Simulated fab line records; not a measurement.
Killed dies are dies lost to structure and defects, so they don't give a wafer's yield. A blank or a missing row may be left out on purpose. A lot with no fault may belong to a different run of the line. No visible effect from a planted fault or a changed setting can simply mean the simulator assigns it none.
fab line records	flow n5_finfet
[record] lots = 6	wafers = 18	last_day = 18
route steps=1938 shown PASSIVATION@1918
lots with no fault: from the same line, run without faults
start_h: hours from the record's opening day to when the first of the lot's shown wafers began	wait_h: hours from the lot's prior step to this one	" same as the row above	L1.1+2: several wafers, shown together as one row	- no value, or no start given	* or withheld: withheld	< > ~ a bound
route shown NAME@n: a module of which the file shows steps, and the number in the route of the first	usual: mean/standard deviation taken from wafers without a fault	same: alike in all rows	chamber/n: place in a boat	sites: readings site by site	_std_site: their standard deviation	_edge_site: the outer-site mean with the inner-site mean subtracted	radius_mm: how far each site lies from the wafer's centre	mask NAME#n: copy n	behind: tool/chamber where the wafer was last shaped	hold: reason for holding the lot/hours on hold/outcome of the hold	device: transistor that didn't switch, given as n, p or np	end of line: at the end of the route, the tests of the same wafers	where a step has no rows: the recipe by itself	killed: count of dies lost to structure and defects at first sort (not the wafer's yield)	map: a wafer's dies, x killed, . not, _ none there
set.NAME: the run value of the setting; set.NAME@STEP: its run value at that earlier step	model.NAME: the simulator's own value behind a step, which no gauge read
lots at selected steps of the route; one table per step, one row per wafer
services: the hour from which a tool's chamber was out of use, counted from the record's first day as start_h (under 0 if before that day), plus the number of hours and why
[[steps]]
[step N5_PASSIVATION_COAT_38]
[recipe] spin_rpm = 3000	resist_thk_nm = withheld
[step N5_PASSIVATION_EBR_40]
[recipe] solvent = PGMEA	ebr_width_mm = 1.5
[step N5_PASSIVATION_SOFTBAKE_39]
[recipe] temp_c = 110	time_s = 120
[step N5_PASSIVATION_EXPOSE_41]
[recipe] mask_id = PASS_OPEN	na = 0.55	defocus_nm = 0	source_shape = conventional	sigma_outer = 0.8	polarization = unpolarized	target_cd_nm = 40000	dose_mj = 57.25
[step N5_PASSIVATION_PEB_42]
[recipe] peb_temp_c = withheld	peb_time_s = *
[step N5_PASSIVATION_DEVELOP_43]
[recipe] develop_time_s = 60	rinse_liquid = diw	dry = air_spin	dev_temp_c = 21
[step N5_PASSIVATION_HARDBAKE_45]
[recipe] temp_c = 130	time_s = 120
[step N5_PASSIVATION_CD_MEAS_44]
[recipe] target_cd_nm = 40000	landing_energy_ev = 500	detector = se_inlens
[usual] cd_nm = 40000/3.5
lot.wafer	tool	chamber	start_h	wait_h	cd_nm
L911.1	cd_sem-01	0	261.18	-	40007
L911.4	"	0	"	"	40008
L911.5	"	0	"	"	40008
L916.1	cd_sem-02	0	289.68	-	39996
L916.3	"	0	"	"	39999
L916.6	"	0	"	"	39999
L927.1	cd_sem-03	0	355.63	-	40000
L927.2	"	0	"	"	40003
L927.4	"	0	"	"	39999
L929.1	cd_sem-01	0	376.60	-	40002
L929.2	"	0	"	"	40003
L929.3	"	0	"	"	40004
L932.1	cd_sem-01	0	402.78	-	40002
L932.3	"	0	"	"	39998
L932.5	"	0	"	"	39998
L934.2	cd_sem-01	0	419.10	-	40006
L934.4	"	0	"	"	39997
L934.6	"	0	"	"	39997
[step N5_PASSIVATION_OVL_MEAS_66]
[recipe] points_per_wafer = 44
[usual] PASS_OPEN_OVL = 5/5.5
[same] points_per_wafer = 44
lot.wafer	tool	chamber	start_h	wait_h	PASS_OPEN_OVL[nm]
L911.1	overlay-01	0	261.21	0.0	3
L911.4	"	0	"	"	2
L911.5	"	0	"	"	-7
L916.1	overlay-02	0	289.71	0.0	16
L916.3	"	0	"	"	5
L916.6	"	0	"	"	11
L927.1	overlay-01	0	355.66	0.0	4
L927.2	"	0	"	"	-1
L927.4	"	0	"	"	-4
L929.1	overlay-01	0	376.64	0.0	-1
L929.2	"	0	"	"	12
L929.3	"	0	"	"	-1
L932.1	overlay-02	0	402.81	0.0	10
L932.3	"	0	"	"	7
L932.5	"	0	"	"	11
L934.2	overlay-02	0	419.13	0.0	2
L934.4	"	0	"	"	6
L934.6	"	0	"	"	4
[step N5_PASSIVATION_INSPECT_67]
[recipe] mode = adi	inspect_instrument = macro
[usual] raw_defect_count = 2.1/1.4
lot.wafer	tool	chamber	start_h	wait_h	raw_defect_count
L911.1	defect_inspect-02	-	261.23	0.0	3
L911.4	"	-	"	"	1
L911.5	"	-	"	"	1
L916.1	defect_inspect-01	-	289.73	0.0	3
L916.3	"	-	"	"	1
L916.6	"	-	"	"	3
L927.1	defect_inspect-02	-	355.68	0.0	5
L927.2	"	-	"	"	3
L927.4	"	-	"	"	1
L929.1	defect_inspect-02	-	376.66	0.0	4
L929.2	"	-	"	"	2
L929.3	"	-	"	"	0
L932.1	defect_inspect-01	-	402.83	0.0	3
L932.3	"	-	"	"	0
L932.5	"	-	"	"	4
L934.2	defect_inspect-01	-	419.15	0.0	2
L934.4	"	-	"	"	1
L934.6	"	-	"	"	2
[step N5_PASSIVATION_DESCUM_46]
[recipe] chemistry = O2	time_s = 7.9	source_power_w = 50	bias_power_w = 20	pressure_mtorr = 20	rf_frequency_hz = 2.712e+07	temp_c = 40	o2_flow_sccm = 225
[usual] chamber_pressure_mTorr = 20.001/0.019	drypump_motor_current_A = 5.8/0.4	o2_flow_sccm = 225.0/0.65	oes_product_au = 0.82/0.078	rf_fwd_power_W = 49.40/0.22	rf_vpp_V = 243.4/1.3	showerhead_plenum_p_Torr = 2.11/0.066	throttle_valve_pct = 20.26/0.25
[same] time_s = 7.9
lot.wafer	tool	chamber	start_h	wait_h	chamber_pressure_mTorr	drypump_motor_current_A	o2_flow_sccm	oes_product_au	rf_fwd_power_W	rf_hours_counter_h	rf_vpp_V	showerhead_plenum_p_Torr	throttle_valve_pct
L911.1	rie_diel-02	0	261.27	0.0	19.978	5.5	224.6	0.77	49.40	136	243.2	2.09	19.98
L911.4	"	0	"	"	19.981	5.5	225.4	0.77	49.40	-	243.0	2.09	20.00
L911.5	"	3	"	"	19.988	5.9	226.0	0.78	49.21	-	243.6	2.10	20.43
L916.1	rie_diel-03	3	289.77	0.0	20.002	6.3	224.7	0.92	49.54	19	241.5	2.06	20.42
L916.3	"	2	"	"	19.993	6.3	225.8	0.68	49.56	239	241.0	1.98	20.42
L916.6	"	1	"	"	20.004	5.8	226.0	0.68	49.35	-	243.7	2.15	20.47
L927.1	rie_diel-03	0	356.01	0.3	20.010	6.3	224.8	0.84	49.51	63	242.1	2.03	19.99
L927.2	"	3	"	"	20.035	6.3	225.2	0.88	49.33	47	241.6	2.05	20.46
L927.4	"	2	"	"	19.977	6.4	225.6	0.99	49.77	3	244.8	2.23	20.07
L929.1	rie_diel-03	3	376.69	0.0	20.007	6.3	224.4	0.87	49.60	53	242.1	2.05	20.48
L929.2	"	2	"	"	19.977	6.4	223.9	0.96	49.32	9	245.1	2.23	20.08
L929.3	"	1	"	"	19.999	5.8	224.8	0.90	49.37	23	243.8	2.15	20.13
L932.1	rie_diel-02	1	402.87	0.0	20.024	4.8	225.7	0.88	49.45	43	244.2	2.22	20.08
L932.3	"	3	"	"	19.967	5.9	225.6	0.72	49.11	173	244.0	2.08	20.51
L932.5	"	3	"	"	19.978	5.8	225.7	0.72	49.17	-	242.9	2.08	20.50
L934.2	rie_diel-02	0	419.21	0.1	20.008	5.5	226.0	0.72	49.66	191	244.5	2.07	20.05
L934.4	"	3	"	"	19.989	5.9	225.1	0.72	49.36	179	243.1	2.08	20.51
L934.6	"	2	"	"	20.012	5.6	225.5	0.81	49.48	-	244.2	2.11	20.74
[step N5_PASSIVATION_PASS_ETCH_47]
[recipe] chemistry = CF4/O2	target = SiNx	target_depth_a = 7700	time_s = 385	ion_energy_ev = 100	pressure_mtorr = 40	source_w = 535	bias_w = 49	Ar_flow_sccm = 100	cf4_flow_sccm = 100	O2_flow_sccm = 10
[usual] bias_w = 48.99/0.14	chamber_pressure_mTorr = 40.00/0.04	drypump_motor_current_A = 5.8/0.4	oes_product_au = 0.82/0.075	rf_fwd_power_W = 533.9/1.8	rf_vpp_V = 240/3	showerhead_plenum_p_Torr = 2.22/0.063	throttle_valve_pct = 15.72/0.24
[same] time_s = 385
lot.wafer	tool	chamber	start_h	wait_h	bias_w	chamber_pressure_mTorr	drypump_motor_current_A	oes_product_au	rf_fwd_power_W	rf_hours_counter_h	rf_vpp_V	showerhead_plenum_p_Torr	throttle_valve_pct
L911.1	rie_diel-02	0	261.30	0.0	48.88	40.02	5.5	0.77	535.3	136	240	2.21	15.52
L911.4	"	0	"	"	49.04	40.00	5.5	0.77	530.2	-	240	2.21	15.52
L911.5	"	3	"	"	48.81	39.91	5.8	0.77	531.1	-	243	2.22	15.91
L916.1	rie_diel-03	3	289.80	0.0	49.08	39.99	6.3	0.91	534.5	19	239	2.17	15.78
L916.3	"	2	"	"	49.06	39.93	6.4	0.70	533.7	239	241	2.08	15.89
L916.6	"	1	"	"	48.85	40.00	5.8	0.69	532.8	-	239	2.26	15.92
L927.1	rie_diel-03	0	356.05	0.0	48.98	40.09	6.3	0.84	534.3	63	241	2.15	15.45
L927.2	"	3	"	"	48.90	40.02	6.3	0.86	531.6	47	239	2.16	15.84
L927.4	"	2	"	"	49.02	39.99	6.4	0.98	534.6	3	248	2.34	15.41
L929.1	rie_diel-03	3	376.73	0.0	48.90	40.01	6.3	0.86	535.0	53	237	2.16	15.84
L929.2	"	2	"	"	48.88	39.97	6.4	0.96	531.8	9	247	2.33	15.45
L929.3	"	1	"	"	48.93	40.10	5.8	0.91	534.7	23	240	2.25	15.50
L932.1	rie_diel-02	1	402.90	0.0	49.12	40.00	4.8	0.88	533.7	43	243	2.34	15.50
L932.3	"	3	"	"	48.93	39.98	5.9	0.73	535.5	174	243	2.20	16.03
L932.5	"	3	"	"	48.83	39.93	5.9	0.73	534.6	-	242	2.20	16.02
L934.2	rie_diel-02	0	419.25	0.0	48.94	40.00	5.5	0.72	534.0	191	239	2.19	15.63
L934.4	"	3	"	"	49.06	40.01	5.9	0.72	534.2	179	242	2.20	16.03
L934.6	"	2	"	"	48.90	40.02	5.7	0.81	532.5	-	238	2.23	16.14
[step N5_PASSIVATION_ETCH_54]
[recipe] chemistry = CHF3/O2	target = SiO2	target_depth_a = 8800	CHF3_flow_sccm = 50	O2_flow_sccm = 5	Ar_flow_sccm = 200	time_s = 440	mask_material = PR	pressure_mtorr = 30	source_w = 650	bias_w = 170	ion_energy_ev = 200
[usual] bias_w = 169.9/0.48	chamber_pressure_mTorr = 30.001/0.029	drypump_motor_current_A = 5.9/0.4	oes_product_au = 0.82/0.075	rf_fwd_power_W = 649.3/1.9	rf_vpp_V = 522/6.3	showerhead_plenum_p_Torr = 2.43/0.07	throttle_valve_pct = 18.66/0.25
[same] time_s = 440
lot.wafer	tool	chamber	start_h	wait_h	bias_w	chamber_pressure_mTorr	drypump_motor_current_A	oes_product_au	rf_fwd_power_W	rf_hours_counter_h	rf_vpp_V	showerhead_plenum_p_Torr	throttle_valve_pct	model.etch.depth_nm	model.PASSIVATION.feature_depth_nm
L911.1	rie_diel-02	0	261.53	0.1	169.8	30.020	5.5	0.76	651.1	137	522	2.42	18.47	878.5	878.4
L911.4	"	0	"	"	170.5	29.958	5.5	0.77	649.0	-	522	2.42	18.45	878.4	878.4
L911.5	"	3	"	"	169.2	30.030	5.8	0.77	651.6	-	526	2.43	18.89	880.4	880.4
L916.1	rie_diel-03	3	290.03	0.1	170.7	30.024	6.3	0.92	650.1	19	519	2.38	18.77	893.1	893.2
L916.3	"	2	"	"	170.1	29.935	6.4	0.69	651.3	239	530	2.28	18.79	875.4	875.4
L916.6	"	1	"	"	170.0	30.022	5.8	0.69	648.7	-	523	2.47	18.81	876.8	876.8
L927.1	rie_diel-03	0	356.28	0.1	197.6	29.994	6.3	0.84	650.9	64	593	2.34	18.35	928.8	928.8
L927.2	"	3	"	"	197.4	30.014	6.3	0.87	648.4	47	585	2.36	18.83	936	936
L927.4	"	2	"	"	197.8	30.005	6.4	0.99	652.0	3	609	2.56	18.42	952.3	952.2
L929.1	rie_diel-03	3	376.96	0.1	197.4	29.997	6.3	0.85	648.4	54	582	2.36	18.85	925.9	925.8
L929.2	"	2	"	"	196.8	30.009	6.4	0.96	650.2	9	607	2.56	18.44	942.6	942.6
L929.3	"	1	"	"	197.7	30.019	5.8	0.91	651.3	23	591	2.46	18.45	926.7	926.8
L932.1	rie_diel-02	1	403.13	0.1	170.1	30.002	4.8	0.88	647.8	43	530	2.55	18.43	873.3	873.2
L932.3	"	3	"	"	169.3	30.013	5.8	0.72	647.9	174	526	2.41	18.99	874.7	874.8
L932.5	"	3	"	"	169.7	29.990	5.8	0.72	649.4	-	526	2.41	18.97	872.2	872.2
L934.2	rie_diel-02	0	419.47	0.1	171.0	30.042	5.5	0.73	651.9	191	522	2.40	18.54	871.1	871
L934.4	"	3	"	"	169.5	29.994	5.9	0.72	647.7	179	527	2.41	18.98	872.1	872.2
L934.6	"	2	"	"	170.5	30.012	5.6	0.82	647.6	-	517	2.43	19.11	874.3	874.2
[step N5_PASSIVATION_STRIP_48]
[recipe] chemistry = O2	power_w = 600	temp_c = 60	pressure_mtorr = 30	rf_frequency_hz = 6e+07	bias_power_w = 0	overash_fraction = 0.5	o2_flow_sccm = 225
[usual] chamber_pressure_mTorr = 30.03/0.16	drypump_motor_current_A = 5.9/0.4	o2_flow_sccm = 225.1/0.72	oes_product_au = 0.82/0.081	rf_vpp_V = 3.6/2.3	showerhead_plenum_p_Torr = 2.11/0.066	throttle_valve_pct = 16.51/0.24
lot.wafer	tool	chamber	start_h	wait_h	chamber_pressure_mTorr	drypump_motor_current_A	o2_flow_sccm	oes_product_au	rf_hours_counter_h	rf_vpp_V	showerhead_plenum_p_Torr	throttle_valve_pct
L911.1	rie_diel-02	0	261.82	0.1	29.88	5.5	224.2	0.77	137	4.5	2.09	16.29
L911.4	"	0	"	"	29.94	5.5	225.0	0.74	-	2.2	2.09	16.18
L911.5	"	3	"	"	29.89	5.9	225.8	0.76	-	6.8	2.10	16.72
L916.1	rie_diel-03	3	290.32	0.1	29.80	6.3	225.4	0.89	19	2.8	2.06	16.57
L916.3	"	2	"	"	30.08	6.4	225.3	0.68	239	7.4	1.98	16.78
L916.6	"	1	"	"	30.02	5.8	225.0	0.70	-	7.2	2.16	16.78
L927.1	rie_diel-03	0	356.57	0.1	30.08	6.3	225.4	0.84	64	4.5	2.04	16.30
L927.2	"	3	"	"	30.19	6.3	225.3	0.88	48	2.7	2.06	16.75
L927.4	"	2	"	"	30.10	6.4	225.2	0.97	3	4.7	2.24	16.29
L929.1	rie_diel-03	3	377.25	0.1	30.00	6.3	224.8	0.85	54	2.7	2.05	16.76
L929.2	"	2	"	"	30.10	6.4	225.3	0.93	9	2.9	2.23	16.22
L929.3	"	1	"	"	30.24	5.8	224.7	0.93	23	5.8	2.15	16.35
L932.1	rie_diel-02	1	403.42	0.1	30.05	4.8	225.6	0.89	43	6.0	2.23	16.28
L932.3	"	3	"	"	30.00	5.8	225.8	0.74	174	2.3	2.08	16.77
L932.5	"	3	"	"	30.03	5.9	226.5	0.71	-	5.3	2.08	16.79
L934.2	rie_diel-02	0	419.76	0.1	29.90	5.5	224.7	0.70	191	3.3	2.07	16.35
L934.4	"	3	"	"	30.14	5.9	225.4	0.71	179	0.1	2.08	16.77
L934.6	"	2	"	"	30.29	5.6	225.5	0.81	-	4.4	2.11	16.90
[[services]]
tool	chamber	start_h	hours	kind
rie_diel-02	1	238.88	-	clean
rie_diel-02	1	238.88	-	consumable_replace:focus_ring
rie_diel-02	1	238.88	-	consumable_replace:showerhead
rie_diel-02	1	238.88	29.3	scheduled_down
rie_diel-02	1	238.88	29.3	vent_cycle
rie_diel-03	1	296.75	-	clean
rie_diel-03	1	296.75	-	consumable_replace:focus_ring
rie_diel-03	1	296.75	21.4	scheduled_down
rie_diel-03	1	296.75	21.4	vent_cycle
rie_diel-03	-	297.60	0.3	repair
rie_diel-03	2	307.14	2.8	repair
rie_diel-03	2	325.56	-	clean
rie_diel-03	2	325.56	-	consumable_replace:focus_ring
rie_diel-03	2	325.56	-	consumable_replace:showerhead
rie_diel-03	2	325.56	22.2	scheduled_down
rie_diel-03	2	325.56	22.2	vent_cycle
rie_diel-02	1	347.22	1.7	repair
rie_diel-03	0	391.28	3.4	repair
rie_diel-02	1	395.77	3.4	repair
[[key]]
[first_sign] step = N5_PASSIVATION_ETCH_54	reading = bias_w	direction = up	sigmas = 57	usual = *	struck = *
[effect] step = N5_PASSIVATION_ETCH_54	reading = rf_vpp_V	direction = up	sigmas = 11	usual = 522	struck = 595
[model_effect] step = N5_PASSIVATION_ETCH_54	value = etch.depth_nm	without = 889.2	struck = 935.4
met_at N5_PASSIVATION_ETCH_54
struck_wafers L927.1,L927.2,L927.4,L929.1,L929.2,L929.3
onset_between 290.03 356.28
[fault] kind = process_parameter_drift	tool = rie_diel-03	chamber = -	onset_h = 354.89	steps = N5_PASSIVATION_ETCH_54	channel = bias_w	offset = *	shape = step	end_h = 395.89	acts_in = *	stated = *
